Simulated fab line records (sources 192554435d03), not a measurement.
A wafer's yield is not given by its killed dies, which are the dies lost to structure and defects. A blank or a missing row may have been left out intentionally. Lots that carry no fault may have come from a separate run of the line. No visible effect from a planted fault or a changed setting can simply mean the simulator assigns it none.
Matching of chambers | flow n5 finfet | pecvd-04 running N5_BEOL_M3_ILD_DEP_00: 3 sister chambers
The step deposits SiOC from DEMS/O2, target thk 79 nm, time 15.3 s. 6 wafers are shown with their chamber, then 9 later ones without.

## WAFERS PAIRED WITH THEIR CHAMBERS
wafer  | chamber | throttle valve pct (%) | heater power w (W)
L089.4 | 0       | 12.5                   | 517
L089.5 | 1       | 11.7                   | 522
L089.6 | 2       | 10.6                   | 410
L091.1 | 2       | 10.6                   | 480
L091.3 | 0       | 12.4                   | 545
L091.6 | 1       | 11.6                   | 527

## WAFERS WHOSE CHAMBER IS MISSING
wafer  | throttle valve pct (%) | heater power w (W)
L090.1 | 12.4                   | 565
L090.2 | 10.7                   | 470
L090.3 | 11.6                   | 508
L095.2 | 10.8                   | 447
L095.4 | 12.0                   | 539
L095.5 | 12.5                   | 571
L097.2 | 11.6                   | 549
L097.3 | 10.9                   | 384
L097.5 | 12.3                   | 560

## WHICH CHAMBER EACH ONE RAN IN
wafer  | from the rows above     | in truth
L090.1 | 0                       | 0
L090.2 | 2                       | 2
L090.3 | 1                       | 1
L095.2 | 2                       | 2
L095.4 | can't be placed: 1 or 0 | 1
L095.5 | 0                       | 0
L097.2 | 1                       | 1
L097.3 | 2                       | 2
L097.5 | 0                       | 0
8 of 9 placed correctly. Unplaceable from these rows: 1, with the true chamber sitting among the candidates in 1. Placed wrongly: 0.
How it was worked out, from the rows above alone: a wafer's distance from a chamber is the root of the sum, over the readings, of the square of ((its reading less the chamber's mean) divided by the reading's scatter). If the next closest chamber is less than 2 further off than the closest, the wafer can't be placed; otherwise it belongs to the closest. A chamber's mean is the mean of its shown wafers. How the scatter is found: for the shown wafers, subtract from each reading the mean of its chamber, square and add these, divide the total by (wafers less chambers), then take the root.
